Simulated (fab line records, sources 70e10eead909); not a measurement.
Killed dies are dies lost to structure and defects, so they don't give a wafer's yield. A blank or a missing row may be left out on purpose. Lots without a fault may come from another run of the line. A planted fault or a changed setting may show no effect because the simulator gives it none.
Which tool did it? | flow nand_harc | 7 lots, 21 wafers sampled, at 2 steps of a route of 1302

WHAT THE GAUGES READ, wafer by wafer
NHARC_P_CONTACT_INSPECT_14.
lot  | measured     | on                | raw_defect_count
L234 | day 7 17:52  | defect_inspect-01 | 4 0 2
L235 | day 8 09:08  | defect_inspect-02 | 1 4 4
L237 | day 9 09:10  | defect_inspect-02 | 10 7 6
L240 | day 10 16:56 | defect_inspect-02 | 13 5 7
L243 | day 12 01:07 | defect_inspect-02 | 5 4 4
L248 | day 13 20:34 | defect_inspect-02 | 4 4 1
L250 | day 14 18:57 | defect_inspect-02 | 4 6 8

WHICH TOOL RAN EACH LOT (tool, then ch and the chambers of the sampled wafers, then the start)
lot  | NHARC_P_GATE_RTA_80
L234 | rtp_anneal-02 ch 0, day 7 15:17
L235 | rtp_anneal-01 ch 0, day 8 06:37
L237 | rtp_anneal-01 ch 0, day 9 06:48
L240 | rtp_anneal-02 ch 0, day 10 14:32
L243 | rtp_anneal-02 ch 0, day 11 22:52
L248 | rtp_anneal-02 ch 0, day 13 18:10
L250 | rtp_anneal-01 ch 0, day 14 16:33
- NHARC_P_GATE_RTA_80: time 30 s.

THE ANSWER, worked out from the rows above alone
Rule: what is usual is taken from the lots themselves. Put in order of their means at a reading, lots are off if they are a third of the lots or fewer, leave a main group of 4 or more, and stand apart from it by a gap of 3 or more times the standard deviation of the main group's means; of several such gaps the widest counts. A main group whose means are all the same, to the digits that the tables above print for the reading, isn't used. A lot without any number at a reading at which 4 lots or more have one is off too. The other lots that the step has rows for count as sound.
No lot is off at any reading shown: from this, nothing can be told.

WHAT THE SIMULATOR HAD PUT IN
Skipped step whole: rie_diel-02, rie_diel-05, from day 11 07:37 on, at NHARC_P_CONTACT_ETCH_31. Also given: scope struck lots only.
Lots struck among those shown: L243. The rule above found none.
